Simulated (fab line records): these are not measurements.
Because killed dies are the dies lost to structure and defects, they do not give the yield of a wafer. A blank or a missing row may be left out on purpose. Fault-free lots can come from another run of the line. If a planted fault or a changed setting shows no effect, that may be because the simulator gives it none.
The tool behind it: which one? :: flow n5Finfet :: at 1 step of a route of 1938, 10 lots with 30 wafers sampled

== WHAT THE GAUGES SHOWED, per wafer ==
N5_BEOL_M10_CD_MEAS_11: target cd 64.1 nm.
lot: L221
measured: day 12 02:00
on: cdSem-03
cdNm (nm): 63.2 63.3 64.1

lot: L223
measured: day 12 17:32
on: cdSem-03
cdNm (nm): 64.0 63.1 62.6

lot: L228
measured: day 13 09:14
on: cdSem-03
cdNm (nm): 64.3 65.7 65.8

lot: L230
measured: day 13 18:17
on: cdSem-02
cdNm (nm): 64.6 64.5 65.2

lot: L229
measured: day 13 22:20
on: cdSem-01
cdNm (nm): 64.9 63.1 64.7

lot: L234
measured: day 15 03:02
on: cdSem-01
cdNm (nm): 64.5 65.0 64.6

lot: L236
measured: day 15 14:02
on: cdSem-01
cdNm (nm): 64.0 63.2 64.5

lot: L237
measured: day 16 02:44
on: cdSem-01
cdNm (nm): 64.3 63.2 62.4

lot: L238
measured: day 16 06:14
on: cdSem-02
cdNm (nm): 64.4 64.4 63.6

lot: L239
measured: day 16 09:45
on: cdSem-02
cdNm (nm): 63.9 64.4 63.7

== WHAT TOOL EACH LOT RAN ON (gives the tool, then ch and the chambers of the sampled wafers, and finally the start) ==
The record holds no process step before these readings.

== AS READ BY THE TOOLS THEMSELVES (means over the sampled wafers that have a number; for cases with no such wafer, the mark the record gives instead) ==
The record holds no such reading with a usual standard deviation.

== THE ANSWER, worked out from the rows above alone ==
Rule: usual is defined by the lots themselves. Put in order of their means at a reading, lots are off if they are a third of the lots or fewer, leave a main group of 4 or more, and stand apart from it by a gap of 3 or more times the standard deviation of the main group's means; of several such gaps the widest counts. Not used: any main group whose means are identical at the precision the tables above print for the reading. Also off: a lot with no number at a reading for which 4 or more lots have one. All remaining lots with rows at the step are treated as sound. First the gauges in route order, then the tools' own readings, where a lot's mean is used as printed above. The first step at which some lot is off is used, and at that step the reading that is off furthest; a lot without a number counts as furthest.
Nothing can be told from this: no lot is off at any reading shown.

== WHAT THE SIMULATOR HAD INSERTED ==
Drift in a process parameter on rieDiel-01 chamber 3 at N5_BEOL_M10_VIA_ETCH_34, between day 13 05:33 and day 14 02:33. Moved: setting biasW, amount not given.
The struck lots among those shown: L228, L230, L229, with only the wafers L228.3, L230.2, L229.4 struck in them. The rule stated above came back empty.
